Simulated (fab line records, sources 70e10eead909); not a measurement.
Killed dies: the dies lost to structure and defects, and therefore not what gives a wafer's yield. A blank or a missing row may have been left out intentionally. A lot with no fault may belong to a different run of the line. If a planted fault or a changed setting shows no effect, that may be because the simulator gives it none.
Matching of chambers :: flow nandHarc :: cmp-02 running NHARC_P_CONTACT_CMP_01: 4 sister chambers
The step polishes SiO2, target thk 200 nm. 14 wafers are shown with their chamber, then 7 later ones without.

## WAFERS WITH THEIR CHAMBER
wafer: L076.1
chamber: 1
motorCurrentA (A): 10.8

wafer: L076.2
chamber: 3
motorCurrentA (A): 13.4

wafer: L076.5
chamber: 3
motorCurrentA (A): 12.8

wafer: L077.3
chamber: 0
motorCurrentA (A): 9.9

wafer: L077.4
chamber: 1
motorCurrentA (A): 11.1

wafer: L077.5
chamber: 1
motorCurrentA (A): 10.1

wafer: L082.3
chamber: 0
motorCurrentA (A): 9.6

wafer: L082.4
chamber: 1
motorCurrentA (A): 11.3

wafer: L082.6
chamber: 0
motorCurrentA (A): 10.1

wafer: L087.1
chamber: 3
motorCurrentA (A): 13.4

wafer: L087.2
chamber: 2
motorCurrentA (A): 13.4

wafer: L087.3
chamber: 0
motorCurrentA (A): 9.6

wafer: L090.1
chamber: 2
motorCurrentA (A): 14.4

wafer: L090.2
chamber: 1
motorCurrentA (A): 11.2

SIGNATURES (means of the wafers above)
reading: motorCurrentA
chamber 0: 9.800
chamber 1: 10.900
chamber 2: 13.900
chamber 3: 13.200
scatter within a chamber: 0.431
Rule: for each reading, subtract the chamber's mean from the wafer's reading, divide by that reading's scatter and square the result; add these up over the readings and take the root, which gives the wafer's distance from the chamber. If the next closest chamber is less than 2 further off than the closest, the wafer can't be placed; otherwise it belongs to the closest. The scatter: take each reading less its chamber's mean, square it, sum over the shown wafers, divide by the number of wafers less the number of chambers, and take the root.

## WAFERS WITH NO CHAMBER GIVEN
wafer: L090.4
motorCurrentA (A): 9.9

wafer: L095.1
motorCurrentA (A): 9.7

wafer: L095.3
motorCurrentA (A): 11.0

wafer: L095.6
motorCurrentA (A): 8.8

wafer: L095.2
motorCurrentA (A): 13.1

wafer: L095.4
motorCurrentA (A): 13.4

wafer: L095.5
motorCurrentA (A): 10.5

## THE CHAMBER EACH PASSED THROUGH
wafer: L090.4
from the rows above: 0
in truth: 0

wafer: L095.1
from the rows above: 0
in truth: 0

wafer: L095.3
from the rows above: 1
in truth: 1

wafer: L095.6
from the rows above: 0
in truth: 0

wafer: L095.2
from the rows above: can't be placed: 3 or 2
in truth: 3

wafer: L095.4
from the rows above: can't be placed: 3 or 2
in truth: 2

wafer: L095.5
from the rows above: can't be placed: 1 or 0
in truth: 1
Correctly placed: 4 of 7. Can't be placed from these rows: 3 (the true chamber is among the candidates in 3). 0 placed wrongly.
